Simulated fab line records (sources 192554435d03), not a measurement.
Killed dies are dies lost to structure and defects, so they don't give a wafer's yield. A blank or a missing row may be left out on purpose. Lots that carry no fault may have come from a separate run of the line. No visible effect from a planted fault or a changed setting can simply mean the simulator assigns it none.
Chamber matching    flow n5Finfet    N5_FIN_CUT_ETCH_21 on rieDiel-05: 4 sister chambers
The step etches SOC in N2/H2, target depth 219 nm, overetch 43.8 nm, time 523.5 s. 8 wafers are shown with their chamber, then 7 later ones without.

WAFERS, EACH WITH ITS CHAMBER
wafer   chamber  showerheadPlenumPTorr (Torr)  throttleValvePct (%)
L077.5  3        2.61                          17.55
L085.3  2        2.40                          17.76
L085.6  3        2.60                          17.56
L087.1  1        2.70                          17.36
L087.2  0        2.51                          17.96
L087.5  1        2.70                          17.36
L088.1  0        2.51                          17.97
L088.3  2        2.40                          17.77

WAFERS WHOSE CHAMBER IS MISSING
wafer   showerheadPlenumPTorr (Torr)  throttleValvePct (%)
L088.6  2.51                          17.97
L091.2  2.60                          17.57
L091.4  2.39                          17.78
L091.6  2.51                          17.99
L092.3  2.51                          17.98
L092.4  2.60                          17.58
L092.5  2.51                          17.99

WHICH CHAMBER EACH ONE RAN IN
wafer   from the rows above  in truth
L088.6  0                    0
L091.2  3                    3
L091.4  2                    2
L091.6  0                    0
L092.3  0                    0
L092.4  3                    3
L092.5  0                    0
Placed correctly: 7 of 7. Can't be placed from these rows: 0. Wrongly placed: 0.
How it was worked out, from the rows above alone: a wafer's distance from a chamber is the root of the sum, over the readings, of the square of ((its reading less the chamber's mean) divided by the reading's scatter). The wafer belongs to the nearest chamber; if the next one is less than 2 further off, it can't be placed. The mean given for a chamber averages the wafers shown for that chamber. The scatter: take each reading less its chamber's mean, square it, sum over the shown wafers, divide by the number of wafers less the number of chambers, and take the root.
